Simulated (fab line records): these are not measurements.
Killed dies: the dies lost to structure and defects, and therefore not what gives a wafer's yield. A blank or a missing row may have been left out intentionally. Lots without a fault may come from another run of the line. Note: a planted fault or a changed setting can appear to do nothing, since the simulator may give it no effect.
Comparing a struck lot with a sound one -- flow nand-harc -- 15 steps out of a route of 1159
Sound: the wafers L348.1, L348.2, L348.4. Struck: wafer L339.3 (L339.1, L339.5, from the same lot, were not struck and are left out); the cause is given at the end.
Per side, at each step with rows, come the tool, then ch with its chambers, and then its first start. Under that, the readings that differ: sound wafers -- struck wafers -- difference of the means -- sigmas: that difference in standard deviations of wafers without a fault.
alike: same words and numbers on both sides, and readings whose means sit less than 2 such deviations apart. not compared: any withheld reading, any reading some wafer has no value for, any bound like >300 that may hide the same value, and any number with overlapping values for which the record gives no deviation.
A row with sigmas, a row that says differs or no value, or rows on one side alone: a step with any of these is where the two part. When numbers do not overlap yet have no deviation, they are printed without sigmas and do not part them. A reading that every wafer of one side lacks parts them only if that side has two wafers or more.

first, 1 step without rows for these wafers: NHARC_A_ONON_D1_DEP_00 (target thk 1000 nm).
NHARC_A_ONON_D1_THK_MEAS_02: measures by ellipsometry.
  sound on film-metro-01 at day 12 09:01; struck on film-metro-02 at day 9 14:35
reading,sound,struck,difference,sigmas
thk-nm (nm),1015 1016 1014,984,-31,-3
then, 1 step without rows for these wafers: NHARC_A_ONON_D1_DEP_03 (target thk 1000 nm).
NHARC_A_ONON_D1_THK_MEAS_05: measures by ellipsometry.
  sound on film-metro-02 at day 12 09:35; struck on film-metro-02 at day 9 15:08
  alike: thk-nm
then, 1 step without rows for these wafers: NHARC_A_ONON_D1_DEP_06 (target thk 1000 nm).
NHARC_A_ONON_D1_THK_MEAS_08: measures by ellipsometry.
  sound on film-metro-02 at day 12 10:09; struck on film-metro-01 at day 9 15:42
reading,sound,struck,difference,sigmas
thk-nm (nm),1015 1015 1015,983,-32,-4
then, 1 step without rows for these wafers: NHARC_A_ONON_D1_DEP_09 (target thk 1000 nm).
NHARC_A_ONON_D1_THK_MEAS_11: measures by ellipsometry.
  sound on film-metro-02 at day 12 10:43; struck on film-metro-01 at day 9 16:16
reading,sound,struck,difference,sigmas
thk-nm (nm),1012 1012 1012,992,-20,-2
then, 1 step without rows for these wafers: NHARC_A_ONON_D1_DEP_12 (target thk 1000 nm).
NHARC_A_ONON_D1_THK_MEAS_14: measures by ellipsometry.
  sound on film-metro-02 at day 12 11:17; struck on film-metro-02 at day 9 16:50
reading,sound,struck,difference,sigmas
thk-nm (nm),1021 1023 1020,990,-31,-3
then, 1 step without rows for these wafers: NHARC_A_ONON_D1_ANNEAL_15 (time 3600 s).
NHARC_A_ONON_D1_DEP_16: target thk 1000 nm.
  sound on pecvd-onon-03 ch 0, day 12 16:01; struck on pecvd-onon-03 ch 0, day 10 04:13
NHARC_A_ONON_D1_THK_MEAS_18: measures by ellipsometry.
  sound on film-metro-02 at day 12 16:32; struck on film-metro-01 at day 10 04:43
reading,sound,struck,difference,sigmas
thk-nm (nm),994 994 995,684,-310,-26
then, 1 step without rows for these wafers: NHARC_A_ONON_D1_DEP_19 (target thk 1000 nm).
-- jump in the record: it breaks off in module A_ONON_D1 and resumes in module END (first step shown: number 1159 of the route), and 12 days separate the struck wafers' starts before and after --
NHARC_END_SORT_01:
  here the record holds rows for the struck wafers (prober-01 ch 0, day 22 10:31) but none for the sound ones

## WHERE THEY PART
Last at NHARC_END_SORT_01 as far as this record goes, first at NHARC_A_ONON_D1_THK_MEAS_02.

WHY: whatever the simulator had introduced
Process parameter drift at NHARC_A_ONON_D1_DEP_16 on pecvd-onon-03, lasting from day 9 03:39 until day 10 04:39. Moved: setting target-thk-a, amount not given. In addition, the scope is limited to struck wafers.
